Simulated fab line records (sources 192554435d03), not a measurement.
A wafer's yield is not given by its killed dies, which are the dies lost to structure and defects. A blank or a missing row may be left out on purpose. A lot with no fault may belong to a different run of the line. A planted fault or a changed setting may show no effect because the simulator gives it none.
Which tool did it?	flow n5_finfet	11 lots, 30 wafers sampled, at 5 steps of a route of 1938

== WHAT EACH GAUGE READ, for each wafer ==
N5_BEOL_M4_THK_MEAS_01.
lot	measured	on	M4_ILD_THK (nm)
L616	day 7 10:07	film_metro-02	77.8 78.1
L619	day 8 00:44	film_metro-02	79.2 78.5 79.2
L618	day 8 10:24	film_metro-02	79.2 78.5
L620	day 8 15:13	film_metro-01	78.6 79.6 80.2
L622	day 8 18:18	film_metro-01	78.9 78.7 80.2
L623	day 8 21:37	film_metro-02	80.2 78.1 80.0
L629	day 11 19:33	film_metro-01	77.4 106.7 108.4
L631	day 11 23:16	film_metro-01	76.3 79.6 108.8
L632	day 12 00:04	film_metro-02	78.8 79.1 81.4
L637	day 13 02:05	film_metro-01	79.2 80.5
L638	day 13 15:35	film_metro-02	80.7 79.3 81.1

== EACH LOT AND THE TOOL THAT RAN IT (in order: tool; ch and the chambers of the sampled wafers; start) ==
lot	N5_BEOL_M3_ANNEAL_82	N5_BEOL_M3_SPUTTER_90	N5_BEOL_M3_CO_CAP_55	N5_BEOL_M4_ILD_DEP_00
L616	pvd_sputter-02, day 7 07:37	pvd_sputter-02, day 7 08:12	cvd_co-01 ch 0,1, day 7 09:50	pecvd-03 ch 1, day 7 10:03
L619	pvd_sputter-02, day 7 22:19	pvd_sputter-02, day 7 22:53	cvd_co-01 ch 1,2, day 8 00:25	pecvd-03 ch 0,2, day 8 00:40
L618	pvd_sputter-03, day 8 07:59	pvd_sputter-03, day 8 08:34	cvd_co-02 ch 0,2, day 8 10:05	pecvd-04 ch 0,2, day 8 10:20
L620	pvd_sputter-01, day 8 12:47	pvd_sputter-01, day 8 13:22	cvd_co-01 ch 1,2, day 8 14:53	pecvd-03 ch 0,2, day 8 15:08
L622	pvd_sputter-01, day 8 15:50	pvd_sputter-01, day 8 16:25	cvd_co-02 ch 1,2, day 8 17:59	pecvd-04 ch 0,1,2, day 8 18:14
L623	pvd_sputter-03, day 8 19:11	pvd_sputter-03, day 8 19:46	cvd_co-01 ch 1,2, day 8 21:18	pecvd-03 ch 0,2, day 8 21:33
L629	pvd_sputter-01, day 11 17:07	pvd_sputter-01, day 11 17:42	cvd_co-01 ch 1,2, day 11 19:14	pecvd-04 ch 0,1, day 11 19:29
L631	pvd_sputter-03, day 11 20:50	pvd_sputter-03, day 11 21:25	cvd_co-02 ch 0,1,2, day 11 22:57	pecvd-04 ch 0,1,2, day 11 23:11
L632	pvd_sputter-02, day 11 21:40	pvd_sputter-02, day 11 22:14	cvd_co-01 ch 0,1,2, day 11 23:46	pecvd-03 ch 0,2, day 12 00:01
L637	pvd_sputter-03, day 12 23:40	pvd_sputter-03, day 13 00:14	cvd_co-02 ch 0, day 13 01:46	pecvd-03 ch 2, day 13 02:01
L638	pvd_sputter-02, day 13 13:10	pvd_sputter-02, day 13 13:45	cvd_co-01 ch 0,1,2, day 13 15:19	pecvd-03 ch 0,1,2, day 13 15:32
- N5_BEOL_M3_ANNEAL_82: time 240 s.
- N5_BEOL_M3_SPUTTER_90: material Cu, target thk 4.5 nm, time 8.29 s.
- N5_BEOL_M3_CO_CAP_55: material Co, precursor CCTBA/H2, target thk 2 nm, time 102.1 s.
- N5_BEOL_M4_ILD_DEP_00: deposits SiOC from DEMS/O2, target thk 79 nm, time 15.3 s.

== THE ANSWER, worked out from the rows above alone ==
Rule: the usual values come from the lots themselves. Put in order of their means at a reading, lots are off if they are a third of the lots or fewer, leave a main group of 4 or more, and stand apart from it by a gap of 3 or more times the standard deviation of the main group's means; of several such gaps the widest counts. A main group whose means are all the same, to the digits that the tables above print for the reading, isn't used. A lot without any number at a reading at which 4 lots or more have one is off too. The other lots that the step has rows for count as sound.
Off: at N5_BEOL_M4_THK_MEAS_01 (M4_ILD_THK), L629, L631. The main group has a mean of 79.3 nm with a standard deviation of 0.65.
If a tool, at a process step before that reading, ran all the lots that are off and no sound lot after the first of them, it fits. The gauges at N5_BEOL_M4_THK_MEAS_01 are tried like those tools. One candidate fits, namely pecvd-04 at N5_BEOL_M4_ILD_DEP_00. Its last sound lot is L622 (day 8 18:14), its first lot that is off L629 (day 11 19:29): a fault that began between those two fits.

== WHAT HAD BEEN PUT IN BY THE SIMULATOR ==
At N5_BEOL_M4_ILD_DEP_00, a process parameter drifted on pecvd-04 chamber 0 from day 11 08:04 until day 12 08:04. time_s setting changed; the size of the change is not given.
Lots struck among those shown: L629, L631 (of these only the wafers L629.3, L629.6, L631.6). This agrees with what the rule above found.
